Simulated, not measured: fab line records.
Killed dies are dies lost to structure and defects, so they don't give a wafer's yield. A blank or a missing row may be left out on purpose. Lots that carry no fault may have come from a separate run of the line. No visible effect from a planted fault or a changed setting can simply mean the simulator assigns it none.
What tool caused it?	flow n5-finfet	69 wafers from 23 lots sampled at 6 of the route's 1938 steps

WHAT THE GAUGES SHOWED, per wafer
N5_BEOL_M8_INSPECT_13: inspects for defects (brightfield). Usual: raw-defect-count 415, standard deviation 87.
lot	measured	on	raw-defect-count	flag
L074	day 9 10:22	defect-inspect-01	399 480 466	
L076	day 9 08:18	defect-inspect-02	257 423 465	
L075	day 10 02:23	defect-inspect-02	304 336 378	
L078	day 10 08:38	defect-inspect-02	390 610 430	
L079	day 10 16:04	defect-inspect-02	364 451 424	
L081	day 11 02:55	defect-inspect-02	531 530 317	
L082	day 11 03:27	defect-inspect-01	356 296 538	
L083	day 11 10:58	defect-inspect-01	682 330 425	
L080	day 11 11:07	defect-inspect-02	377 520 588	
L084	day 11 18:32	defect-inspect-02	385 325 324	
L085	day 12 04:52	defect-inspect-02	485 461 465	
L086	day 12 18:56	defect-inspect-01	319 464 345	
L087	day 13 02:32	defect-inspect-01	284 243 307	
L088	day 13 05:28	defect-inspect-01	448 492 512	
L090	day 13 09:26	defect-inspect-01	356 427 439	
L091	day 13 13:29	defect-inspect-02	447 467 531	
L089	day 13 20:39	defect-inspect-02	629 556 489	
L092	day 14 02:44	defect-inspect-02	440 463 408	
L094	day 14 04:06	defect-inspect-02	489 390 458	
L093	day 14 06:54	defect-inspect-02	494 439 393	
L095	day 14 14:13	defect-inspect-02	395 438 336	
L096	day 15 03:58	defect-inspect-01	375 307 402	
L097	day 15 10:44	defect-inspect-02	437 420 581	

WHAT TOOL EACH LOT RAN ON (gives the tool, then ch and the chambers of the sampled wafers, and finally the start)
lot	N5_BEOL_M7_HM_OPEN_17	N5_BEOL_M7_ETCH_72	N5_BEOL_M7_ETCH_65	N5_BEOL_M7_TRENCH_ETCH_37	N5_BEOL_M7_SURFACE_TREAT_79
L074	rie-metal-01 ch 0,1, day 8 22:23	rie-diel-03 ch 1,2,3, day 9 01:25	rie-diel-03 ch 1,2,3, day 9 01:26	rie-diel-03 ch 1,2,3, day 9 04:11 or earlier	pvd-sputter-03, day 9 04:11
L076	rie-metal-02 ch 0,1, day 8 23:38	rie-diel-06 ch 1,2,3, day 9 00:53	rie-diel-06 ch 1,2,3, day 9 00:55	rie-diel-06 ch 1,2,3, day 9 02:17 or earlier	pvd-sputter-02, day 9 02:17
L075	rie-metal-01 ch 0,1, day 9 16:09	rie-diel-06 ch 0,2, day 9 16:46	rie-diel-06 ch 0,2, day 9 16:47	rie-diel-06 ch 0,2, day 9 18:19 or earlier	pvd-sputter-03, day 9 18:19
L078	rie-metal-01 ch 0,1, day 9 21:41	rie-diel-01 ch 2,3, day 9 22:28	rie-diel-01 ch 2,3, day 9 22:29	rie-diel-01 ch 2,3, day 10 01:11 or earlier	pvd-sputter-01, day 10 01:11
L079	rie-metal-01 ch 0,1, day 10 08:33	rie-diel-06 ch 0,2,3, day 10 09:28	rie-diel-06 ch 0,2,3, day 10 09:29	rie-diel-06 ch 0,2,3, day 10 12:49 or earlier	pvd-sputter-03, day 10 12:49
L081	rie-metal-01 ch 1, day 10 19:08	rie-diel-06 ch 0,1, day 10 20:17	rie-diel-06 ch 0,1, day 10 20:19	rie-diel-06 ch 0,1, day 10 23:02 or earlier	pvd-sputter-03, day 10 23:02
L082	rie-metal-03 ch 0,1, day 10 20:53	rie-diel-06 ch 0,1,3, day 10 22:30	rie-diel-06 ch 0,1,3, day 10 22:31	rie-diel-06 ch 0,1,3, day 11 00:04 or earlier	pvd-sputter-01, day 11 00:04
L083	rie-metal-03 ch 0,1, day 11 03:40	rie-diel-06 ch 1,3, day 11 04:57	rie-diel-06 ch 1,3, day 11 04:58	rie-diel-06 ch 1,3, day 11 07:12 or earlier	pvd-sputter-03, day 11 07:12
L080	rie-metal-01 ch 0,1, day 11 04:41	rie-diel-06 ch 0,1,3, day 11 05:39	rie-diel-06 ch 0,1,3, day 11 05:40	rie-diel-06 ch 0,1,3, day 11 07:32 or earlier	pvd-sputter-01, day 11 07:32
L084	rie-metal-02 ch 0,1, day 11 11:10	rie-diel-03 ch 0,2,3, day 11 11:52	rie-diel-03 ch 0,2,3, day 11 11:53	rie-diel-03 ch 0,2,3, day 11 14:24 or earlier	pvd-sputter-03, day 11 14:24
L085	rie-metal-02 ch 0,1, day 11 22:28	rie-diel-06 ch 0,1,3, day 11 23:17	rie-diel-06 ch 0,1,3, day 11 23:18	rie-diel-06 ch 0,1,3, day 12 00:57 or earlier	pvd-sputter-03, day 12 00:57
L086	rie-metal-01 ch 0,1, day 12 12:05	rie-diel-01 ch 1,2,3, day 12 13:11	rie-diel-01 ch 1,2,3, day 12 13:12	rie-diel-01 ch 1,2,3, day 12 15:16 or earlier	pvd-sputter-03, day 12 15:16
L087	rie-metal-02 ch 0,1, day 12 17:34	rie-diel-01 ch 1,2,3, day 12 22:36	rie-diel-01 ch 1,2,3, day 12 22:37	rie-diel-01 ch 1,2,3, day 13 00:01 or earlier	pvd-sputter-03, day 13 00:01
L088	rie-metal-02 ch 1, day 12 22:16	rie-diel-01 ch 2,3, day 13 01:31	rie-diel-01 ch 2,3, day 13 01:32	rie-diel-01 ch 2,3, day 13 02:49 or earlier	pvd-sputter-02, day 13 02:49
L090	rie-metal-01 ch 0,1, day 13 01:40	rie-diel-01 ch 0,2,3, day 13 04:40	rie-diel-01 ch 0,2,3, day 13 04:40	rie-diel-01 ch 0,2,3, day 13 06:04 or earlier	pvd-sputter-03, day 13 06:04
L091	rie-metal-02 ch 0, day 13 07:02	rie-diel-06 ch 1,2, day 13 08:22	rie-diel-06 ch 1,2, day 13 08:23	rie-diel-06 ch 1,2, day 13 10:45 or earlier	pvd-sputter-02, day 13 10:45
L089	rie-metal-01 ch 0,1, day 13 13:19	rie-diel-03 ch 0,3, day 13 15:56	rie-diel-03 ch 0,3, day 13 15:56	rie-diel-03 ch 0,3, day 13 17:34 or earlier	pvd-sputter-03, day 13 17:34
L092	rie-metal-01 ch 0,1, day 13 20:04	rie-diel-01 ch 0,1,2, day 13 22:09	rie-diel-01 ch 0,1,2, day 13 22:10	rie-diel-01 ch 0,1,2, day 13 23:35 or earlier	pvd-sputter-02, day 13 23:35
L094	rie-metal-01 ch 0,1, day 13 20:47	rie-diel-03 ch 0,1,2, day 13 22:32	rie-diel-03 ch 0,1,2, day 13 22:34	rie-diel-03 ch 0,1,2, day 14 00:52 or earlier	pvd-sputter-03, day 14 00:52
L093	rie-metal-01 ch 0,1, day 14 00:02	rie-diel-01 ch 0,1,3, day 14 01:16	rie-diel-01 ch 0,1,3, day 14 01:17	rie-diel-01 ch 0,1,3, day 14 03:01 or earlier	pvd-sputter-02, day 14 03:01
L095	rie-metal-01 ch 0,1, day 14 06:56	rie-diel-06 ch 0,1,3, day 14 07:43	rie-diel-06 ch 0,1,3, day 14 07:44	rie-diel-06 ch 0,1,3, day 14 10:25 or earlier	pvd-sputter-03, day 14 10:25
L096	rie-metal-01 ch 0,1, day 14 19:59	rie-diel-01 ch 1,2, day 14 21:16	rie-diel-01 ch 1,2, day 14 21:16	rie-diel-01 ch 1,2, day 14 23:02 or earlier	pvd-sputter-03, day 14 23:02
L097	rie-metal-03 ch 1, day 14 22:46	rie-diel-06 ch 0,2,3, day 15 02:39	rie-diel-06 ch 0,2,3, day 15 02:40	rie-diel-06 ch 0,2,3, day 15 05:25 or earlier	pvd-sputter-02, day 15 05:25
- N5_BEOL_M7_HM_OPEN_17: chemistry Cl2/BCl3, target TiN, target depth 20 nm, overetch 6 nm.
- N5_BEOL_M7_ETCH_72: etches underlayer in N2/H2, target depth 6.5 nm, time 5.2 s.
- N5_BEOL_M7_ETCH_65: etches SiARC in CF4, target depth 15.6 nm, time 26 s.
- N5_BEOL_M7_TRENCH_ETCH_37: etches SiCOH lowk in C4F6/O2, target depth 93.478 nm, time 31.2 s.
- N5_BEOL_M7_SURFACE_TREAT_79

WHAT THE TOOLS THEMSELVES READ (means of the sampled wafers that have a number; where no wafer has one, the mark that the record gives instead)
N5_BEOL_M7_HM_OPEN_17. Usual: drypump-motor-current-A 5.6 A, standard deviation 0.57; oes-product-au 0.67 a.u., standard deviation 0.042; throttle-valve-pct 22.05 %, standard deviation 0.23.
lot	tool	drypump-motor-current-A (A)	oes-product-au (a.u.)	throttle-valve-pct (%)	flag
L074	rie-metal-01	5.8	0.67	22.02	
L076	rie-metal-02	5.8	0.69	21.94	
L075	rie-metal-01	5.8	0.67	21.99	
L078	rie-metal-01	5.4	0.65	22.18	
L079	rie-metal-01	5.8	0.68	21.99	
L081	rie-metal-01	5.0	0.63	22.37	
L082	rie-metal-03	5.7	0.70	21.94	
L083	rie-metal-03	5.7	0.70	21.94	
L080	rie-metal-01	5.4	0.65	22.18	
L084	rie-metal-02	5.8	0.67	21.96	
L085	rie-metal-02	5.8	0.66	21.96	
L086	rie-metal-01	5.7	0.65	22.02	
L087	rie-metal-02	5.5	0.68	22.07	
L088	rie-metal-02	5.2	0.71	22.16	
L090	rie-metal-01	5.4	0.64	22.18	
L091	rie-metal-02	6.1	0.64	21.84	
L089	rie-metal-01	5.4	0.64	22.20	
L092	rie-metal-01	5.4	0.63	22.19	
L094	rie-metal-01	5.4	0.63	22.22	
L093	rie-metal-01	5.7	0.65	22.03	
L095	rie-metal-01	5.7	0.64	22.02	
L096	rie-metal-01	5.8	0.64	22.03	
L097	rie-metal-03	6.2	0.66	22.01	

N5_BEOL_M7_ETCH_72. Usual: drypump-motor-current-A 5.8 A, standard deviation 0.5; etch-rf-on-time-s 5.18 s, standard deviation 0.11; oes-product-au 0.66 a.u., standard deviation 0.06; rf-vpp-V 521.9 V, standard deviation 2; showerhead-plenum-p-Torr 2.47 Torr, standard deviation 0.05; throttle-valve-pct 17.91 %, standard deviation 0.2.
lot	tool	drypump-motor-current-A (A)	etch-rf-on-time-s (s)	oes-product-au (a.u.)	rf-vpp-V (V)	showerhead-plenum-p-Torr (Torr)	throttle-valve-pct (%)	flag
L074	rie-diel-03	5.4	5.19	0.61	522.6	2.48	18.19	
L076	rie-diel-06	5.4	5.22	0.62	520.7	2.45	17.95	
L075	rie-diel-06	5.9	5.22	0.65	524.3	2.50	17.87	
L078	rie-diel-01	6.3	5.01	0.74	522.3	2.51	17.98	
L079	rie-diel-06	5.7	5.17	0.66	521.7	2.47	17.86	
L081	rie-diel-06	5.9	5.28	0.68	521.0	2.45	17.73	
L082	rie-diel-06	5.5	5.29	0.65	521.0	2.44	17.84	
L083	rie-diel-06	5.2	5.25	0.60	519.3	2.42	17.96	
L080	rie-diel-06	5.5	5.26	0.64	520.6	2.44	17.86	
L084	rie-diel-03	5.5	5.23	0.64	521.8	2.50	18.08	
L085	rie-diel-06	5.5	5.28	0.64	520.9	2.43	17.87	
L086	rie-diel-01	6.2	5.09	0.69	522.5	2.49	17.85	
L087	rie-diel-01	6.2	5.08	0.69	522.6	2.49	17.87	
L088	rie-diel-01	6.3	5.04	0.70	522.2	2.50	18.03	
L090	rie-diel-01	6.3	5.09	0.69	523.3	2.50	17.92	
L091	rie-diel-06	5.5	5.23	0.60	521.5	2.44	17.99	
L089	rie-diel-03	5.3	5.23	0.63	521.9	2.46	18.00	
L092	rie-diel-01	6.0	5.10	0.72	522.2	2.47	17.79	
L094	rie-diel-03	5.8	5.24	0.71	522.7	2.53	18.11	
L093	rie-diel-01	6.2	5.19	0.67	522.8	2.48	17.75	
L095	rie-diel-06	5.5	5.28	0.63	521.6	2.43	17.89	
L096	rie-diel-01	6.0	5.11	0.71	521.0	2.45	17.77	
L097	rie-diel-06	5.7	5.23	0.63	523.3	2.46	17.93	

N5_BEOL_M7_ETCH_65. Usual: drypump-motor-current-A 5.7 A, standard deviation 0.5; etch-rf-on-time-s 25.9 s, standard deviation 0.59; oes-product-au 0.66 a.u., standard deviation 0.06; rf-vpp-V 183.4 V, standard deviation 0.95; showerhead-plenum-p-Torr 2.08 Torr, standard deviation 0.035; throttle-valve-pct 15.66 %, standard deviation 0.21.
lot	tool	drypump-motor-current-A (A)	etch-rf-on-time-s (s)	oes-product-au (a.u.)	rf-vpp-V (V)	showerhead-plenum-p-Torr (Torr)	throttle-valve-pct (%)	flag
L074	rie-diel-03	5.4	26.1	0.61	183.3	2.09	16.01	
L076	rie-diel-06	5.4	26.0	0.62	183.4	2.08	15.75	
L075	rie-diel-06	5.9	25.4	0.66	183.5	2.12	15.71	
L078	rie-diel-01	6.3	24.9	0.74	183.7	2.10	15.51	
L079	rie-diel-06	5.7	26.0	0.66	183.3	2.08	15.67	
L081	rie-diel-06	5.9	26.3	0.69	182.5	2.07	15.43	
L082	rie-diel-06	5.5	26.5	0.65	183.2	2.06	15.58	
L083	rie-diel-06	5.2	26.4	0.61	182.1	2.05	15.67	
L080	rie-diel-06	5.5	26.3	0.64	183.5	2.06	15.59	
L084	rie-diel-03	5.5	26.5	0.64	182.9	2.11	15.83	
L085	rie-diel-06	5.5	26.2	0.64	183.3	2.06	15.60	
L086	rie-diel-01	6.2	25.3	0.69	183.6	2.09	15.52	
L087	rie-diel-01	6.2	25.5	0.68	183.8	2.09	15.54	
L088	rie-diel-01	6.3	25.3	0.70	183.6	2.09	15.57	
L090	rie-diel-01	6.3	25.5	0.70	183.9	2.10	15.58	
L091	rie-diel-06	5.5	25.9	0.60	183.2	2.08	15.76	
L089	rie-diel-03	5.3	26.3	0.63	182.9	2.07	15.76	
L092	rie-diel-01	6.0	25.5	0.72	183.3	2.08	15.51	
L094	rie-diel-03	5.7	26.7	0.69	184.6	2.12	15.80	
L093	rie-diel-01	6.2	25.5	0.68	184.0	2.09	15.56	
L095	rie-diel-06	5.5	26.2	0.63	183.1	2.05	15.63	
L096	rie-diel-01	5.9	25.4	0.70	183.0	2.07	15.48	
L097	rie-diel-06	5.7	25.8	0.64	183.9	2.07	15.74	

N5_BEOL_M7_TRENCH_ETCH_37. Usual: drypump-motor-current-A 5.8 A, standard deviation 0.5; oes-product-au 0.77 a.u., standard deviation 0.07; rf-vpp-V 659 V, standard deviation 11; showerhead-plenum-p-Torr 2.77 Torr, standard deviation 0.048; throttle-valve-pct 20.97 %, standard deviation 0.18.
lot	tool	drypump-motor-current-A (A)	oes-product-au (a.u.)	rf-vpp-V (V)	showerhead-plenum-p-Torr (Torr)	throttle-valve-pct (%)	flag
L074	rie-diel-03	5.4	0.71	666	2.78	21.27	
L076	rie-diel-06	5.4	0.73	662	2.76	21.02	
L075	rie-diel-06	5.9	0.77	650	2.82	21.02	
L078	rie-diel-01	6.2	0.86	662	2.81	20.95	
L079	rie-diel-06	5.7	0.76	657	2.77	20.97	
L081	rie-diel-06	5.9	0.79	651	2.76	20.79	
L082	rie-diel-06	5.5	0.76	659	2.74	20.89	
L083	rie-diel-06	5.2	0.71	664	2.72	20.95	
L080	rie-diel-06	5.5	0.75	659	2.74	20.89	
L084	rie-diel-03	5.5	0.75	666	2.80	21.11	
L085	rie-diel-06	5.5	0.75	660	2.74	20.91	
L086	rie-diel-01	6.2	0.80	657	2.79	20.91	
L087	rie-diel-01	6.2	0.81	657	2.79	20.92	
L088	rie-diel-01	6.3	0.82	663	2.80	21.00	
L090	rie-diel-01	6.3	0.81	654	2.79	20.93	
L091	rie-diel-06	5.5	0.71	658	2.75	21.02	
L089	rie-diel-03	5.3	0.74	674	2.74	20.99	
L092	rie-diel-01	6.0	0.84	653	2.77	20.88	
L094	rie-diel-03	5.7	0.82	666	2.82	21.13	
L093	rie-diel-01	6.2	0.79	650	2.78	20.87	
L095	rie-diel-06	5.5	0.73	660	2.73	20.92	
L096	rie-diel-01	6.0	0.82	657	2.76	20.89	
L097	rie-diel-06	5.7	0.75	656	2.76	21.02	

THE ANSWER, worked out from the rows above alone
Rule: lot off if the mean of its wafers having a number is beyond 3 standard deviations from the usual mean. Also off: a lot with no number at a reading for which 4 or more lots have one. Where the step has rows for the other lots, those lots are counted as sound. Order of review: gauges by route order, followed by the tools' own readings, for which a lot's mean as printed above is used. The first step at which some lot is off is used, and at that step the reading that is off furthest; a lot without a number counts as furthest.
None of the lots is off at any reading shown; this tells nothing.

WHAT THE SIMULATOR HAD PUT IN
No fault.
